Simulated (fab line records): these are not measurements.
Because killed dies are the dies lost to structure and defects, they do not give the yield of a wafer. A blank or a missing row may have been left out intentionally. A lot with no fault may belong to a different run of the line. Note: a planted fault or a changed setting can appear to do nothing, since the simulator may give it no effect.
Matching of chambers | flow n5Finfet | N5_BEOL_M12_DESCUM_15 on rieDiel-04 has 4 sister chambers
The step chemistry O2, time 7.9 s. 14 wafers are shown with their chamber, then 7 later ones without.

## WAFERS, EACH WITH ITS CHAMBER
wafer  | chamber | drypumpMotorCurrentA (A) | throttleValvePct (%) | tempC (C)
L075.3 | 1       | 5.8                      | 20.63                | 39.81
L075.4 | 2       | 6.0                      | 20.05                | 40.05
L075.6 | 1       | 5.9                      | 20.61                | 39.86
L077.4 | 1       | 5.9                      | 20.61                | 39.84
L077.5 | 1       | 5.8                      | 20.62                | 39.75
L077.6 | 2       | 6.0                      | 20.05                | 40.05
L074.1 | 0       | 5.0                      | 20.52                | 40.01
L074.4 | 3       | 5.0                      | 20.49                | 40.23
L074.5 | 3       | 5.0                      | 20.49                | 40.27
L081.1 | 3       | 5.0                      | 20.49                | 39.78
L081.3 | 0       | 5.0                      | 20.54                | 39.96
L081.6 | 2       | 6.0                      | 20.08                | 40.03
L086.1 | 3       | 5.0                      | 20.51                | 40.18
L086.3 | 0       | 5.0                      | 20.15                | 40.21

SIGNATURES (averages over the wafers above)
reading              | chamber 0 | chamber 1 | chamber 2 | chamber 3 | scatter within a chamber
drypumpMotorCurrentA | 5.000     | 5.850     | 6.000     | 5.000     | 0.0316
throttleValvePct     | 20.4033   | 20.6175   | 20.0600   | 20.4950   | 0.0988
tempC                | 40.0600   | 39.8150   | 40.0433   | 40.1150   | 0.14
Rule: distance of a wafer from a chamber = root of the sum over the readings of ((wafer's reading minus chamber's mean) / reading's scatter) squared. If the next closest chamber is less than 2 further off than the closest, the wafer can't be placed; otherwise it belongs to the closest. The scatter: take each reading less its chamber's mean, square it, sum over the shown wafers, divide by the number of wafers less the number of chambers, and take the root.

## WAFERS WITH NO CHAMBER GIVEN
wafer  | drypumpMotorCurrentA (A) | throttleValvePct (%) | tempC (C)
L086.5 | 6.0                      | 20.07                | 40.16
L090.3 | 5.9                      | 20.68                | 40.02
L090.4 | 5.0                      | 20.17                | 40.03
L090.5 | 5.8                      | 20.68                | 39.94
L092.2 | 5.9                      | 20.65                | 40.00
L092.4 | 5.0                      | 20.54                | 40.09
L092.5 | 5.0                      | 20.18                | 40.10

## THE CHAMBER EACH PASSED THROUGH
wafer  | from the rows above     | in truth
L086.5 | 2                       | 2
L090.3 | 1                       | 1
L090.4 | can't be placed: 0 or 3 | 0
L090.5 | 1                       | 1
L092.2 | 1                       | 1
L092.4 | can't be placed: 3 or 0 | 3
L092.5 | can't be placed: 0 or 3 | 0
Placed correctly: 4 of 7. Cannot be placed on the basis of these rows: 3; the candidates contain the true chamber in 3. Placed wrongly: 0.
